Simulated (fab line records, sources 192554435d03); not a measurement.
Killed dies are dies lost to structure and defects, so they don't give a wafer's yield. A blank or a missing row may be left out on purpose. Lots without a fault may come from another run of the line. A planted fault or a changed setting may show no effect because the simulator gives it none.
Which tool did it? | flow n5_finfet | 10 lots, 27 wafers sampled, at 2 steps of a route of 1938

WHAT THE GAUGES READ, wafer by wafer
N5_SD_EPI_N_INSPECT_26: inspects for defects (darkfield).
lot  | measured    | on                | raw_defect_count
L615 | day 3 07:28 | defect_inspect-01 | 193 191 197
L617 | day 3 17:06 | defect_inspect-02 | 255 171
L620 | day 4 13:13 | defect_inspect-02 | 173 283 231
L622 | day 4 23:11 | defect_inspect-01 | 187 194 163
L623 | day 5 06:55 | defect_inspect-02 | 186 216 151
L625 | day 5 20:32 | defect_inspect-02 | 168 228 219
L626 | day 6 03:08 | defect_inspect-01 | 157 152 176
L629 | day 6 19:44 | defect_inspect-02 | 284 232
L632 | day 7 09:57 | defect_inspect-01 | 159 165 175
L638 | day 9 00:15 | defect_inspect-02 | 158 150

WHICH TOOL RAN EACH LOT (tool, then ch and the chambers of the sampled wafers, then the start)
lot  | N5_SD_EPI_N_VAPOR_ETCH_50
L615 | epi_rpcvd-04 ch 0, day 3 05:01
L617 | epi_rpcvd-02 ch 0, day 3 14:00
L620 | epi_rpcvd-01 ch 0, day 4 10:47
L622 | epi_rpcvd-04 ch 0, day 4 19:43
L623 | epi_rpcvd-04 ch 0, day 5 03:50
L625 | epi_rpcvd-04 ch 0, day 5 17:27
L626 | epi_rpcvd-04 ch 0, day 6 00:09
L629 | epi_rpcvd-01 ch 0, day 6 16:20
L632 | epi_rpcvd-01 ch 0, day 7 07:25
L638 | epi_rpcvd-01 ch 0, day 8 21:34
- N5_SD_EPI_N_VAPOR_ETCH_50: etches Si in HCl, time 54 s.

THE ANSWER, worked out from the rows above alone
Rule: what is usual is taken from the lots themselves. Put in order of their means at a reading, lots are off if they are a third of the lots or fewer, leave a main group of 4 or more, and stand apart from it by a gap of 3 or more times the standard deviation of the main group's means; of several such gaps the widest counts. A main group whose means are all the same, to the digits that the tables above print for the reading, isn't used. A lot without any number at a reading at which 4 lots or more have one is off too. The other lots that the step has rows for count as sound.
No lot is off at any reading shown: from this, nothing can be told.

WHAT THE SIMULATOR HAD PUT IN
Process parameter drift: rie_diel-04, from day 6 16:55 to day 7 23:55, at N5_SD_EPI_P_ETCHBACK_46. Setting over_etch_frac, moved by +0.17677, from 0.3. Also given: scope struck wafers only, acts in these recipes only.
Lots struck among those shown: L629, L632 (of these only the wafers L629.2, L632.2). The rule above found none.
